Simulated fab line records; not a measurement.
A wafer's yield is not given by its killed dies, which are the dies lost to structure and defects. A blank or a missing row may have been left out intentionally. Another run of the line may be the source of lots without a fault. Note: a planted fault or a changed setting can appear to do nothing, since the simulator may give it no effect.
Problem report in the 8D (eight disciplines) form, filled by code | flow n5Finfet | the parts of the form that need people (team, actions taken, sign-off) are left out

== 1. WHAT WENT WRONG ==
Wafers with no fault read 246.9 s with a standard deviation of 0.59, whereas runLengthS at N5_BEOL_M1_CVD_47 reads a mean of 249.8 s on 1 wafer of 1 lot. That puts it +4.9 standard deviations away from the usual mean.
The step: deposits Co from CCTBA/H2, target thk 3 nm, time 223.8 s.
First observed at day 8 12:50: wafer L161.1, on cvdCo-02. At this step, 30 wafers from 10 lots have a number in the record. The rule behind "out" and "out of limits": a value lying over 4 standard deviations away from the usual mean. The rest of the wafers with a number are treated as sound.

== 2. WHAT THIS IS AND IS NOT ==
question                    | is               | is not
which readings at this step | runLengthS       | -
which lots                  | L161             | L152, L154, L155, L156, L170, L171, L172, L174, L175
which wafers of those lots  | L161.1           | L161.2, L161.4
read on which tools         | cvdCo-02         | cvdCo-01
when                        | from day 8 12:50 | up to then (14 sound wafers); but 15 sound wafers of L170, L171, L172, L174, L175 came after

== 3. THE SUSPECTS, EACH WITH WHAT RULES IT OUT ==
Counting: if a tool at a process step up to the reading ran every lot that is out, it stays a suspect. Sound lots after the first of them don't rule it out here, since some wafers of a struck lot are sound.
- cvdCo-02 at N5_BEOL_M1_CVD_47 (deposits Co from CCTBA/H2, target thk 3 nm, time 223.8 s): kept. It ran the lot that is out, L161 (day 8 12:50); its last sound lot up to then is L156 (day 7 08:10). On those wafers its own readings are out: runLengthS.
Left after counting: cvdCo-02 at N5_BEOL_M1_CVD_47.

== 4. THE CAUSE (what the simulator had put in) ==
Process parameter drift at N5_BEOL_M1_CVD_47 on cvdCo-02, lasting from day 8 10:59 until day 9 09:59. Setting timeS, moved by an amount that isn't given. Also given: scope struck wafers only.
The count eliminated every tool but this one.

== 5. THE CHAIN OF EFFECTS, in route order ==
One row per reading whose mean, taken over the struck wafers that have a number, lies over 3 standard deviations from the usual. Scope: only readings with a usual standard deviation given in the record; hours: median across lots of the time from each lot's start at the first step in this table that gives one to its start at this step; sigmas: change in usual standard deviations.
hours | step              | reading    | usual   | on struck wafers | change | sigmas
0     | N5_BEOL_M1_CVD_47 | runLengthS | 246.9 s | 249.8            | +2.9   | +4.9
Process steps it contains:
- N5_BEOL_M1_CVD_47: deposits Co from CCTBA/H2, target thk 3 nm, time 223.8 s.
Later steps that measure or inspect, where all struck wafers having a row at the step show a number for every such reading and not one has moved that far: N5_BEOL_M4_RC_MEAS_101.

== 6. HOW IT WOULD HAVE BEEN CAUGHT EARLIER ==
The fault began at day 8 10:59; the first out-of-limits reading in this record came at day 8 12:50, 2 hours later.
